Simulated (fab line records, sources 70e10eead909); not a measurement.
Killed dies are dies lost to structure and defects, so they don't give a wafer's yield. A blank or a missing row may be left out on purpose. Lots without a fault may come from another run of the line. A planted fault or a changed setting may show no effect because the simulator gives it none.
Chamber matching | flow nand_harc | NHARC_A_M0_DEP_32 on pecvd-03: 3 sister chambers
The step deposits SiCN, target thk 30 nm. 6 wafers are shown with their chamber, then 10 later ones without.

WAFERS WITH THEIR CHAMBER
wafer  | chamber | showerhead_vpp_V (V) | heater_power_w (W)
L080.1 | 0       | 1289                 | 623
L084.1 | 1       | 1177                 | 506
L084.2 | 2       | 1325                 | 673
L084.5 | 0       | 1310                 | 643
L083.1 | 1       | 1180                 | 556
L083.3 | 2       | 1330                 | 640

WAFERS WITHOUT THEIR CHAMBER
wafer  | showerhead_vpp_V (V) | heater_power_w (W)
L083.6 | 1172                 | 441
L092.4 | 1293                 | 675
L092.5 | 1348                 | 592
L092.6 | 1162                 | 443
L094.4 | 1310                 | 602
L094.5 | 1195                 | 507
L094.6 | 1305                 | 603
L096.3 | 1184                 | 473
L096.4 | 1193                 | 469
L096.6 | 1332                 | 598

WHICH CHAMBER EACH WENT THROUGH
wafer  | from the rows above     | in truth
L083.6 | 1                       | 1
L092.4 | 0                       | 0
L092.5 | 2                       | 2
L092.6 | 1                       | 1
L094.4 | can't be placed: 0 or 2 | 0
L094.5 | 1                       | 1
L094.6 | can't be placed: 0 or 2 | 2
L096.3 | 1                       | 1
L096.4 | 1                       | 1
L096.6 | can't be placed: 2 or 0 | 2
Placed correctly: 7 of 10. Can't be placed from these rows: 3 (the true chamber is among the candidates in 3). Placed wrongly: 0.
How it was worked out, from the rows above alone: a wafer's distance from a chamber is the root of the sum, over the readings, of the square of ((its reading less the chamber's mean) divided by the reading's scatter). The wafer belongs to the nearest chamber; if the next one is less than 2 further off, it can't be placed. A chamber's mean is the mean of its shown wafers. The scatter: the root of (the sum of the squares of (reading less its chamber's mean) over the shown wafers, divided by (wafers less chambers)).
